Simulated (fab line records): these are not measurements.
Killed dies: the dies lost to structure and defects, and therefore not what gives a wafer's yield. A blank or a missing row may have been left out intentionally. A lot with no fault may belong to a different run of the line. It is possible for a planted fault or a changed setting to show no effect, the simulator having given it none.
fab line records ; flow nand_harc
record: lots: 13; wafers: 39; last_day: 32
route steps=1302 shown P_STI@72 END@1302
lots that met no fault: from a run of the same line without faults
start_h: the number of hours between the record's first day and the start of the first shown wafer of the lot ; wait_h: time in hours since the lot's previous step ; " unchanged from the row above ; L1.1+2: several wafers, shown together as one row ; - no value present, or no start provided ; * or withheld: withheld ; < > ~ a bound
route shown NAME@n: a module of which the file shows steps, and the number in the route of the first ; usual: mean and standard deviation over wafers with no fault ; same: alike in all rows ; chamber/n: place in a boat ; sites: per-site readings ; _std_site: standard deviation across them ; _edge_site: inner sites' mean taken away from outer sites' mean ; radius_mm: for every site, how far away it sits from the centre of the wafer ; mask NAME#n: copy n ; behind: the last tool/chamber to shape the wafer ; hold: why the lot went on hold/how many hours it stayed there/how the hold came to an end ; device: whichever transistor did not switch (one of n, p or np) ; end of line: at the end of the route, the tests of the same wafers ; step lacking rows: just its recipe ; killed: at the first sort, the dies lost to defects and structure; wafer yield is something else ; map: shows each die of a wafer: x if killed, . if not, _ if none is there
set.NAME: the setting that was run; set.NAME@STEP: the one run at that earlier step ; model.NAME: the simulator's own value behind a step, which no gauge read
the route's steps for a sample of lots (tables are steps, rows are wafers)
services: from which hour (start_h, from the record's first day; less than 0 if before it) a tool's chamber was out of use, for how many hours, and why
== steps ==
step: NHARC_P_STI_OXIDE_29
recipe: target_thk_a: 100; temp_c: 900; ox_time_s: 1362; material: SiO2
lot.wafer;tool;chamber;start_h;wait_h
L887.1+2+4;furnace-06;0;32.92;-
L890.1+3+5;furnace-06;0;63.61;-
L892.2+4+6;furnace-08;0;84.51;-
L893.4+5+6;furnace-06;0;95.23;-
L894.1+2+4;furnace-08;0;102.99;-
L895.1+3+5;furnace-08;0;114.59;-
L895.1+3+5;furnace-08;0;120.53;2.3
L897.2+4+6;furnace-06;0;131.64;-
L897.2+4+6;furnace-07;0;136.15;0.8
L899.1+2+6;furnace-08;0;152.70;-
L903.3+5+6;furnace-06;0;191.41;-
L904.1+2+4;furnace-08;0;202.33;-
L905.1+2+3;furnace-07;0;211.21;-
L906.4+5+6;furnace-07;0;222.70;-
L907.3+5+6;furnace-06;0;232.67;-
step: NHARC_P_STI_INSPECT_11
usual: raw_defect_count: 6/3.1
lot.wafer;tool;chamber;start_h;wait_h;raw_defect_count
L887.1;defect_inspect-02;-;45.18;0.0;5
L887.2;defect_inspect-02;-;45.18;0.0;7
L887.4;defect_inspect-02;-;45.18;0.0;6
L890.1;defect_inspect-01;-;75.07;0.0;13
L890.3;defect_inspect-01;-;75.07;0.0;2
L890.5;defect_inspect-01;-;75.07;0.0;11
L892.2;defect_inspect-01;-;95.76;0.0;3
L892.4;defect_inspect-01;-;95.76;0.0;5
L892.6;defect_inspect-01;-;95.76;0.0;4
L893.4;defect_inspect-02;-;106.57;0.0;7
L893.5;defect_inspect-02;-;106.57;0.0;7
L893.6;defect_inspect-02;-;106.57;0.0;9
L894.1;defect_inspect-01;-;115.06;0.0;7
L894.2;defect_inspect-01;-;115.06;0.0;5
L894.4;defect_inspect-01;-;115.06;0.0;8
L895.1;defect_inspect-02;-;129.28;0.0;5
L895.3;defect_inspect-02;-;129.28;0.0;5
L895.5;defect_inspect-02;-;129.28;0.0;6
L897.2;defect_inspect-01;-;144.65;0.0;4
L897.4;defect_inspect-01;-;144.65;0.0;1
L897.6;defect_inspect-01;-;144.65;0.0;0
L899.1;defect_inspect-01;-;164.05;0.0;4
L899.2;defect_inspect-01;-;164.05;0.0;5
L899.6;defect_inspect-01;-;164.05;0.0;2
L903.3;defect_inspect-01;-;202.72;0.0;5
L903.5;defect_inspect-01;-;202.72;0.0;6
L903.6;defect_inspect-01;-;202.72;0.0;1
L904.1;defect_inspect-01;-;213.66;0.0;5
L904.2;defect_inspect-01;-;213.66;0.0;4
L904.4;defect_inspect-01;-;213.66;0.0;10
L905.1;defect_inspect-02;-;222.55;0.0;9
L905.2;defect_inspect-02;-;222.55;0.0;7
L905.3;defect_inspect-02;-;222.55;0.0;5
L906.4;defect_inspect-01;-;234.16;0.0;5
L906.5;defect_inspect-01;-;234.16;0.0;2
L906.6;defect_inspect-01;-;234.16;0.0;7
L907.3;defect_inspect-01;-;244.05;0.0;2
L907.5;defect_inspect-01;-;244.05;0.0;3
L907.6;defect_inspect-01;-;244.05;0.0;7
step: NHARC_P_STI_DESCUM_14
recipe: time_s: 3; o2_flow_sccm: 200; ar_flow_sccm: 0; bias_power_w: 0; chemistry: O2
usual: chamber_pressure_mTorr: 60.01/0.053; drypump_motor_current_A: 5.7/0.45; mfc_ar_sccm: 0.007/0.011; o2_flow_sccm: 200.0/0.61; oes_product_au: 1.003/0.012; rf_vpp_V: 57.8/0.89; showerhead_plenum_p_Torr: 1.92/0.076; throttle_valve_pct: 11.312/0.009
same: time_s: 3
lot.wafer;tool;chamber;start_h;wait_h;chamber_pressure_mTorr;drypump_motor_current_A;mfc_ar_sccm;o2_flow_sccm;oes_product_au;rf_hours_counter_h;rf_vpp_V;showerhead_plenum_p_Torr;throttle_valve_pct
L887.2;rie_diel-13;0;45.31;-;60.05;6.4;0;198.8;0.976;2;58.4;1.85;11.317
L887.1;rie_diel-13;1;45.31;-;59.94;5.7;0;199.2;0.976;3;58.0;2.00;11.328
L887.4;rie_diel-13;0;45.31;-;59.97;6.4;0;199.6;0.991;-;57.0;1.85;11.303
L890.1;rie_diel-12;2;75.21;-;59.94;5.0;0.003;199.2;0.998;10;57.5;1.83;11.308
L890.3;rie_diel-12;0;75.21;-;60.03;5.1;0.029;200.7;0.991;9;56.5;1.95;11.314
L890.5;rie_diel-12;1;75.21;-;59.99;5.3;0;200.0;0.999;-;58.8;1.95;11.322
L892.4;rie_diel-13;0;95.91;-;59.95;6.4;0;200.9;0.993;5;56.2;1.85;11.318
L892.2;rie_diel-13;1;95.91;-;60.00;5.8;0;199.0;0.988;5;58.5;2.00;11.302
L892.6;rie_diel-13;3;95.91;-;60.08;5.3;0;199.6;1.010;-;58.6;1.98;11.325
L893.6;rie_diel-13;0;106.73;-;60.02;6.4;0;198.9;0.990;-;56.3;1.85;11.313
L893.5;rie_diel-13;1;106.73;-;60.06;5.7;0;199.5;0.998;-;58.2;2.00;11.311
L893.4;rie_diel-13;2;106.73;-;60.01;5.2;0.002;199.9;1.002;-;56.9;1.81;11.332
L894.2;rie_diel-12;0;115.21;-;60.00;5.1;0.029;199.8;1.007;1;57.8;1.95;11.313
L894.4;rie_diel-12;1;115.21;-;60.03;5.3;0;199.9;1.000;1;57.2;1.95;11.311
L894.1;rie_diel-12;2;115.21;-;59.99;5.0;0.003;200.8;1.014;1;57.2;1.83;11.305
L895.1;rie_diel-12;3;129.43;-;59.91;5.5;0.001;200.3;0.996;2;58.2;2.06;11.312
L895.3;rie_diel-12;0;129.43;-;60.04;5.1;0.029;200.9;1.006;2;57.9;1.95;11.303
L895.5;rie_diel-12;2;129.43;-;60.03;5.0;0.003;199.0;1.017;-;57.9;1.83;11.298
L897.2;rie_diel-03;1;144.78;-;60.02;6.1;0;199.8;1.001;2;56.2;1.86;11.303
L897.4;rie_diel-03;3;144.78;-;59.98;5.7;0.003;200.1;1.033;1;57.4;1.98;11.322
L897.6;rie_diel-03;1;144.78;-;59.99;6.1;0;200.4;1.000;-;58.5;1.86;11.315
L899.1;rie_diel-12;3;164.19;-;60.05;5.5;0.001;199.9;1.001;5;57.8;2.06;11.322
L899.2;rie_diel-12;2;164.19;-;60.04;5.0;0.003;199.6;1.011;4;59.0;1.83;11.322
L899.6;rie_diel-12;1;164.19;-;60.07;5.3;0;199.8;1.010;-;56.9;1.95;11.303
L903.3;rie_diel-03;2;202.85;-;59.99;6.3;0.009;200.9;1.012;7;58.5;1.83;11.312
L903.5;rie_diel-03;2;202.85;-;59.96;6.3;0.009;200.8;1.006;-;59.0;1.83;11.308
L903.6;rie_diel-03;3;202.85;-;59.90;5.7;0.003;199.8;1.030;-;58.4;1.98;11.314
L904.4;rie_diel-13;2;213.79;-;60.01;5.1;0.002;199.0;1.014;2;58.4;1.81;11.302
L904.1;rie_diel-13;3;213.79;-;59.94;5.3;0;199.6;0.984;2;57.5;1.98;11.306
L904.2;rie_diel-13;1;213.79;-;59.91;5.7;0;200.0;1.004;1;57.9;2.00;11.300
L905.3;rie_diel-03;3;222.69;-;59.90;5.7;0.003;200.5;1.016;8;58.5;1.98;11.310
L905.2;rie_diel-03;0;222.69;-;60.12;5.4;0.035;200.4;1.009;9;58.2;1.96;11.309
L905.1;rie_diel-03;1;222.69;-;60.04;6.1;0;201.0;1.019;9;56.6;1.86;11.288
L906.4;rie_diel-03;1;234.31;-;60.04;6.1;0;200.5;0.993;10;56.8;1.86;11.325
L906.6;rie_diel-03;3;234.31;-;60.07;5.6;0.003;199.9;1.025;-;57.7;1.98;11.307
L906.5;rie_diel-03;0;234.31;-;60.03;5.4;0.035;199.2;1.005;-;57.5;1.96;11.322
L907.3;rie_diel-03;2;244.18;-;60.03;6.4;0.009;199.8;1.000;11;56.9;1.83;11.319
L907.5;rie_diel-03;2;244.18;-;59.87;6.4;0.009;199.7;1.005;-;56.9;1.83;11.311
L907.6;rie_diel-03;3;244.18;-;59.90;5.7;0.003;199.3;1.024;-;57.9;1.98;11.307
step: NHARC_P_STI_CD_MEAS_16
usual: cd_nm: 200.1/2.3
lot.wafer;tool;chamber;start_h;wait_h;cd_nm
L887.1;cd_sem-01;-;45.79;-;200.1
L887.2;cd_sem-01;-;45.79;-;201.3
L887.4;cd_sem-01;-;45.79;-;203.6
L890.1;cd_sem-02;-;75.64;-;196.8
L890.3;cd_sem-02;-;75.64;-;200.2
L890.5;cd_sem-02;-;75.64;-;198.1
L892.2;cd_sem-02;-;96.34;-;198.6
L892.4;cd_sem-02;-;96.34;-;197.3
L892.6;cd_sem-02;-;96.34;-;201.0
L893.4;cd_sem-02;-;107.18;-;200.9
L893.5;cd_sem-02;-;107.18;-;198.5
L893.6;cd_sem-02;-;107.18;-;198.0
L894.1;cd_sem-02;-;115.64;-;197.8
L894.2;cd_sem-02;-;115.64;-;197.9
L894.4;cd_sem-02;-;115.64;-;201.6
L895.1;cd_sem-03;-;129.88;-;199.4
L895.3;cd_sem-03;-;129.88;-;197.9
L895.5;cd_sem-03;-;129.88;-;199.0
L897.2;cd_sem-01;-;145.29;-;200.8
L897.4;cd_sem-01;-;145.29;-;201.8
L897.6;cd_sem-01;-;145.29;-;203.9
L899.1;cd_sem-03;-;164.69;-;203.7
L899.2;cd_sem-03;-;164.69;-;201.4
L899.6;cd_sem-03;-;164.69;-;203.0
L903.3;cd_sem-02;-;203.32;-;202.2
L903.5;cd_sem-02;-;203.32;-;198.1
L903.6;cd_sem-02;-;203.32;-;200.1
L904.1;cd_sem-01;-;214.26;-;201.5
L904.2;cd_sem-01;-;214.26;-;198.9
L904.4;cd_sem-01;-;214.26;-;200.8
L905.1;cd_sem-01;-;223.12;-;202.9
L905.2;cd_sem-01;-;223.12;-;200.1
L905.3;cd_sem-01;-;223.12;-;200.5
L906.4;cd_sem-03;-;234.77;-;202.9
L906.5;cd_sem-03;-;234.77;-;201.4
L906.6;cd_sem-03;-;234.77;-;200.8
L907.3;cd_sem-03;-;244.63;-;196.6
L907.5;cd_sem-03;-;244.63;-;197.7
L907.6;cd_sem-03;-;244.63;-;197.1
step: NHARC_END_SORT_01
recipe: temp_c: 25
usual: killed_at_array: 57/17; killed_at_other: 0.5/0.82; killed_at_periphery: 4.0/2.8; killed_dies: 61/18; killed_open: 2.9/2; killed_short: 2.3/1.7
same: gross_dies: 677
lot.wafer;tool;chamber;start_h;wait_h;killed_at_array;killed_at_other;killed_at_periphery;killed_dies;killed_open;killed_short
L897.2;prober-01;0;702.11;2.8;69;0;1;70;4;4
L897.4;prober-01;0;703.70;3.4;82;0;3;85;3;3
L897.6;prober-01;0;705.29;4.0;64;0;1;65;8;0
killed by level:class
L897.2 A_SLIT:chamber_film_flake=33 A_CHANNEL_HOLE_D1:chamber_film_flake=15 A_STAIRCASE:chamber_film_flake=6 A_CONTACT:chamber_film_flake=6 A_SOURCE_PLATE:geometric_particle:short=2 A_DECK1_JOINT:geometric_particle:short=1 A_DECK1_JOINT:geometric_particle:open=1 A_SGD_CUT:geometric_particle:short=1
L897.4 A_CHANNEL_HOLE_D1:chamber_film_flake=36 A_SLIT:chamber_film_flake=33 A_CONTACT:chamber_film_flake=3 P_M0:geometric_particle:short=2 A_CHANNEL_FILL_D2:geometric_particle:open=2 A_CHANNEL_FILL_D1:chamber_film_flake=2 A_STAIRCASE:chamber_film_flake=2 A_WL_FILL:chamber_film_flake=2
L897.6 A_SLIT:chamber_film_flake=30 A_CHANNEL_HOLE_D1:chamber_film_flake=17 A_CONTACT:chamber_film_flake=4 A_STAIRCASE:chamber_film_flake=3 A_CHANNEL_FILL_D2:geometric_particle:open=2 A_CHANNEL_FILL_D1:geometric_particle:open=1 A_SGD_CUT:geometric_particle:open=1 A_WL_FILL:geometric_particle:open=1
== services ==
tool;chamber;start_h;hours;kind
rie_diel-03;0;9.87;-;clean
rie_diel-03;1;9.87;-;clean
rie_diel-03;2;9.87;-;clean
rie_diel-03;3;9.87;-;clean
rie_diel-13;2;10.59;1.8;repair
rie_diel-12;-;16.56;2.1;repair
rie_diel-03;0;34.37;-;clean
rie_diel-03;1;34.37;-;clean
rie_diel-03;2;34.37;-;clean
rie_diel-13;2;44.67;4.5;repair
rie_diel-03;-;56.10;1.3;repair
rie_diel-13;1;87.08;3.6;repair
rie_diel-12;0;90.77;15.3;repair
rie_diel-12;-;91.40;9.0;pm
rie_diel-13;3;99.34;67.2;repair
rie_diel-03;-;104.45;9.0;pm
rie_diel-12;2;120.22;2.7;repair
rie_diel-13;0;140.28;14.3;repair
rie_diel-12;0;161.89;4.7;repair
rie_diel-13;-;165.00;9.0;pm
rie_diel-12;0;173.09;3.4;repair
rie_diel-13;1;182.43;5.5;repair
rie_diel-12;3;209.05;13.6;repair
furnace-06;-;218.29;2.3;repair
== key ==
first_sign: step: NHARC_P_STI_OXIDE_29; reading: visit; direction: added
effect none on later readings
met_at NHARC_P_STI_OXIDE_29
struck_lots L895,L897
tester_left_out L895,L897
not_acting_at NHARC_P_STI_INSPECT_11,NHARC_P_STI_DESCUM_14,NHARC_P_STI_CD_MEAS_16
fault: kind: repeated_step_whole; tool: furnace-06,furnace-07,furnace-08; chamber: -; onset_h: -; steps: NHARC_P_STI_OXIDE_29; times: 1; scope: struck_lots_only
tester_left_out: of these lots the tester's yield and bins aren't shown, on N5 and GAA mostly nor the transistor test; their killed dies are dies lost to structure and defects alone, not to doping, threshold or leakage, so they don't give the yield
